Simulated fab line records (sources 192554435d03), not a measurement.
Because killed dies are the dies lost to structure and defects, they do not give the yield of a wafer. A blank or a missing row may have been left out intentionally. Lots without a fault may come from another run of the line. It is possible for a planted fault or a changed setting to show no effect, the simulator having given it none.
Matching of chambers || flow n5-finfet || ald-sin-02 running N5_DUMMY_GATE_ALD_02: 4 sister chambers
The step deposits SiO2, target thk 2 nm, pulse time 1 s. 14 wafers are shown with their chamber, then 7 later ones without.

== EACH WAFER AND ITS CHAMBER ==
{"wafer": "L077.1", "chamber": 2, "heater-power-outer-w (W)": 225, "heater-power-w (W)": 427, "chamber-pressure-Torr (Torr)": 1.995}
{"wafer": "L077.2", "chamber": 1, "heater-power-outer-w (W)": 311, "heater-power-w (W)": 533, "chamber-pressure-Torr (Torr)": 2.003}
{"wafer": "L077.3", "chamber": 0, "heater-power-outer-w (W)": 241, "heater-power-w (W)": 484, "chamber-pressure-Torr (Torr)": 2.002}
{"wafer": "L078.1", "chamber": 2, "heater-power-outer-w (W)": 227, "heater-power-w (W)": 430, "chamber-pressure-Torr (Torr)": 2.001}
{"wafer": "L078.2", "chamber": 1, "heater-power-outer-w (W)": 305, "heater-power-w (W)": 519, "chamber-pressure-Torr (Torr)": 2.007}
{"wafer": "L078.5", "chamber": 2, "heater-power-outer-w (W)": 229, "heater-power-w (W)": 437, "chamber-pressure-Torr (Torr)": 2.000}
{"wafer": "L081.2", "chamber": 3, "heater-power-outer-w (W)": 241, "heater-power-w (W)": 424, "chamber-pressure-Torr (Torr)": 2.002}
{"wafer": "L081.3", "chamber": 1, "heater-power-outer-w (W)": 312, "heater-power-w (W)": 521, "chamber-pressure-Torr (Torr)": 2.006}
{"wafer": "L081.4", "chamber": 2, "heater-power-outer-w (W)": 224, "heater-power-w (W)": 423, "chamber-pressure-Torr (Torr)": 1.999}
{"wafer": "L084.2", "chamber": 3, "heater-power-outer-w (W)": 234, "heater-power-w (W)": 449, "chamber-pressure-Torr (Torr)": 1.996}
{"wafer": "L084.3", "chamber": 0, "heater-power-outer-w (W)": 239, "heater-power-w (W)": 493, "chamber-pressure-Torr (Torr)": 1.997}
{"wafer": "L084.6", "chamber": 3, "heater-power-outer-w (W)": 242, "heater-power-w (W)": 446, "chamber-pressure-Torr (Torr)": 1.997}
{"wafer": "L085.3", "chamber": 2, "heater-power-outer-w (W)": 226, "heater-power-w (W)": 434, "chamber-pressure-Torr (Torr)": 1.993}
{"wafer": "L085.5", "chamber": 3, "heater-power-outer-w (W)": 229, "heater-power-w (W)": 439, "chamber-pressure-Torr (Torr)": 1.999}

SIGNATURES (averages over the wafers above)
{"reading": "heater-power-outer-w", "chamber 0": 240.00, "chamber 1": 309.33, "chamber 2": 226.20, "chamber 3": 236.50, "scatter within a chamber": 3.98}
{"reading": "heater-power-w", "chamber 0": 488.50, "chamber 1": 524.33, "chamber 2": 430.20, "chamber 3": 439.50, "scatter within a chamber": 8.07}
{"reading": "chamber-pressure-Torr", "chamber 0": 1.99950, "chamber 1": 2.00533, "chamber 2": 1.99760, "chamber 3": 1.99850, "scatter within a chamber": 0.00299}
Rule: a wafer's distance from a chamber is the root of the sum, over the readings, of the square of ((its reading less the chamber's mean) divided by the reading's scatter). If the next closest chamber is less than 2 further off than the closest, the wafer can't be placed; otherwise it belongs to the closest. The scatter: the root of (the sum of the squares of (reading less its chamber's mean) over the shown wafers, divided by (wafers less chambers)).

== WAFERS WHOSE CHAMBER IS MISSING ==
{"wafer": "L085.6", "heater-power-outer-w (W)": 222, "heater-power-w (W)": 439, "chamber-pressure-Torr (Torr)": 1.994}
{"wafer": "L086.2", "heater-power-outer-w (W)": 237, "heater-power-w (W)": 489, "chamber-pressure-Torr (Torr)": 1.998}
{"wafer": "L086.3", "heater-power-outer-w (W)": 229, "heater-power-w (W)": 426, "chamber-pressure-Torr (Torr)": 1.999}
{"wafer": "L086.6", "heater-power-outer-w (W)": 235, "heater-power-w (W)": 434, "chamber-pressure-Torr (Torr)": 1.998}
{"wafer": "L091.1", "heater-power-outer-w (W)": 313, "heater-power-w (W)": 514, "chamber-pressure-Torr (Torr)": 2.002}
{"wafer": "L091.4", "heater-power-outer-w (W)": 238, "heater-power-w (W)": 484, "chamber-pressure-Torr (Torr)": 2.003}
{"wafer": "L091.5", "heater-power-outer-w (W)": 241, "heater-power-w (W)": 513, "chamber-pressure-Torr (Torr)": 1.999}

== THE CHAMBER EACH PASSED THROUGH ==
{"wafer": "L085.6", "from the rows above": 2, "in truth": 2}
{"wafer": "L086.2", "from the rows above": 0, "in truth": 0}
{"wafer": "L086.3", "from the rows above": "can't be placed: 2 or 3", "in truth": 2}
{"wafer": "L086.6", "from the rows above": "can't be placed: 3 or 2", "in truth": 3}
{"wafer": "L091.1", "from the rows above": 1, "in truth": 1}
{"wafer": "L091.4", "from the rows above": 0, "in truth": 0}
{"wafer": "L091.5", "from the rows above": 0, "in truth": 0}
Placed correctly: 5 of 7. Cannot be placed on the basis of these rows: 2; the candidates contain the true chamber in 2. Number placed wrongly: 0.
